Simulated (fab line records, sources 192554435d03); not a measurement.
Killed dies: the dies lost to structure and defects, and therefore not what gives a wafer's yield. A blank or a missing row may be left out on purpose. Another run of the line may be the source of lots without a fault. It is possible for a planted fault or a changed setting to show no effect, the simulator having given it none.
Split-lot study / flow n5_finfet / on a route of 1938 steps: 7 lots, 21 wafers read

## SPLIT DETAILS
At N5_BEOL_M4_ETCH_70 (etches SOC in N2/H2, target depth 80 nm, overetch 24 nm, time 130 s), the setting time_s was moved away from the recipe's 130 s on 6 of the 21 wafers read, by -12.3% to +15.5%. For the rest of the wafers, this setting stayed at what the recipe calls for.

The reading comes from the split's own step.

## THE READING
SiARC_of_BEOL_M4_COAT_68.thk_nm (the simulator's own value, which no gauge read), in nm, at N5_BEOL_M4_ETCH_70 (etches SOC in N2/H2, target depth 80 nm, overetch 24 nm, time 130 s). The file gives no usual value for it. Here, 15 wafers ran the recipe; their average is 5.8 nm with a standard deviation of 0.24 nm.

wafer=L080.2; tool, chamber at the split=rie_diel-06, 2; time_s as run, s=115.5; against the recipe=-11.2%; SiARC_of_BEOL_M4_COAT_68.thk_nm, nm=6.8; against lot-mates on the recipe=+1.0
wafer=L080.4; tool, chamber at the split=rie_diel-06, 0; time_s as run, s=115.5; against the recipe=-11.2%; SiARC_of_BEOL_M4_COAT_68.thk_nm, nm=6.6; against lot-mates on the recipe=+0.8
wafer=L080.6; tool, chamber at the split=rie_diel-06, 1; time_s as run, s=130; against the recipe=recipe; SiARC_of_BEOL_M4_COAT_68.thk_nm, nm=5.8; against lot-mates on the recipe=-
wafer=L082.1; tool, chamber at the split=rie_diel-03, 1; time_s as run, s=146; against the recipe=+12.3%; SiARC_of_BEOL_M4_COAT_68.thk_nm, nm=4.6; against lot-mates on the recipe=-1.0
wafer=L082.2; tool, chamber at the split=rie_diel-03, 3; time_s as run, s=146; against the recipe=+12.3%; SiARC_of_BEOL_M4_COAT_68.thk_nm, nm=5; against lot-mates on the recipe=-0.6
wafer=L082.3; tool, chamber at the split=rie_diel-03, 0; time_s as run, s=130; against the recipe=recipe; SiARC_of_BEOL_M4_COAT_68.thk_nm, nm=5.6; against lot-mates on the recipe=-
wafer=L083.1; tool, chamber at the split=rie_diel-06, 2; time_s as run, s=130; against the recipe=recipe; SiARC_of_BEOL_M4_COAT_68.thk_nm, nm=6.2; against lot-mates on the recipe=-
wafer=L083.2; tool, chamber at the split=rie_diel-06, 3; time_s as run, s=114; against the recipe=-12.3%; SiARC_of_BEOL_M4_COAT_68.thk_nm, nm=6.6; against lot-mates on the recipe=+0.5
wafer=L083.5; tool, chamber at the split=rie_diel-06, 0; time_s as run, s=130; against the recipe=recipe; SiARC_of_BEOL_M4_COAT_68.thk_nm, nm=6; against lot-mates on the recipe=-
wafer=L086.1; tool, chamber at the split=rie_diel-05, 2; time_s as run, s=150.2; against the recipe=+15.5%; SiARC_of_BEOL_M4_COAT_68.thk_nm, nm=4.6; against lot-mates on the recipe=-1.1
wafer=L086.3; tool, chamber at the split=rie_diel-05, 3; time_s as run, s=130; against the recipe=recipe; SiARC_of_BEOL_M4_COAT_68.thk_nm, nm=5.4; against lot-mates on the recipe=-
wafer=L086.6; tool, chamber at the split=rie_diel-05, 1; time_s as run, s=130; against the recipe=recipe; SiARC_of_BEOL_M4_COAT_68.thk_nm, nm=6; against lot-mates on the recipe=-
wafer=L090.2; tool, chamber at the split=rie_diel-03, 3; time_s as run, s=130; against the recipe=recipe; SiARC_of_BEOL_M4_COAT_68.thk_nm, nm=5.8; against lot-mates on the recipe=-
wafer=L090.4; tool, chamber at the split=rie_diel-03, 1,2; time_s as run, s=130; against the recipe=recipe; SiARC_of_BEOL_M4_COAT_68.thk_nm, nm=5.6; against lot-mates on the recipe=-
wafer=L090.6; tool, chamber at the split=rie_diel-03, 1,2; time_s as run, s=130; against the recipe=recipe; SiARC_of_BEOL_M4_COAT_68.thk_nm, nm=5.6; against lot-mates on the recipe=-
wafer=L091.2; tool, chamber at the split=rie_diel-03, 1,2,2; time_s as run, s=130; against the recipe=recipe; SiARC_of_BEOL_M4_COAT_68.thk_nm, nm=5.6; against lot-mates on the recipe=-
wafer=L091.4; tool, chamber at the split=rie_diel-03, 1,2,2; time_s as run, s=130; against the recipe=recipe; SiARC_of_BEOL_M4_COAT_68.thk_nm, nm=5.6; against lot-mates on the recipe=-
wafer=L091.6; tool, chamber at the split=rie_diel-03, 1,2,2; time_s as run, s=130; against the recipe=recipe; SiARC_of_BEOL_M4_COAT_68.thk_nm, nm=5.6; against lot-mates on the recipe=-
wafer=L094.3; tool, chamber at the split=rie_diel-06, 2; time_s as run, s=130; against the recipe=recipe; SiARC_of_BEOL_M4_COAT_68.thk_nm, nm=6.2; against lot-mates on the recipe=-
wafer=L094.5; tool, chamber at the split=rie_diel-06, 1; time_s as run, s=130; against the recipe=recipe; SiARC_of_BEOL_M4_COAT_68.thk_nm, nm=5.8; against lot-mates on the recipe=-
wafer=L094.6; tool, chamber at the split=rie_diel-06, 2; time_s as run, s=130; against the recipe=recipe; SiARC_of_BEOL_M4_COAT_68.thk_nm, nm=6; against lot-mates on the recipe=-
The file does not say which wafer passed through which chamber wherever a row lists several chambers: such a row stands for several wafers.

FIT RESULTS
A straight line over all 21 wafers: SiARC_of_BEOL_M4_COAT_68.thk_nm changes by -0.0774 nm for each +1% of time_s; r = -0.92; the points scatter about the line by 0.23 nm.
The same after taking each lot's own level away (the mean of its wafers on the recipe; 21 wafers): -0.0667 nm for each +1%; r = -0.94; scatter 0.17 nm.
Per that fit: largest time_s move, reading shift of 1 nm.
The lots' own levels span 5.60 to 6.10 nm, that is 2.1 times the standard deviation above.
In other words, the slope is changed by the lot-to-lot level; the two fits disagree.
Check: -1.01 nm against its lot-mates is what the line predicts for one of the wafers moved furthest among these (+15.5%) when that wafer is left out of the fit. Against them it came out at -1.1 nm.

## OTHER SPLITS ON THESE WAFERS
Other splits were also applied to these wafers ahead of the reading. Each is held against what the fit with the lots' levels taken away leaves over:
other split on the same wafers=N5_BEOL_M2_TRENCH_ETCH_37 time_s; wafers away from the commonest value=8; r with SiARC_of_BEOL_M4_COAT_68.thk_nm (lot level and that fit taken away)=-0.09
other split on the same wafers=N5_BEOL_M3_EXPOSE_25 dose_mj; wafers away from the commonest value=7; r with SiARC_of_BEOL_M4_COAT_68.thk_nm (lot level and that fit taken away)=-0.01

## THE FILE'S OWN FIT
SiARC_of_BEOL_M4_COAT_68.thk_nm changes by -0.0645 nm for each +1% of time_s, r = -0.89.
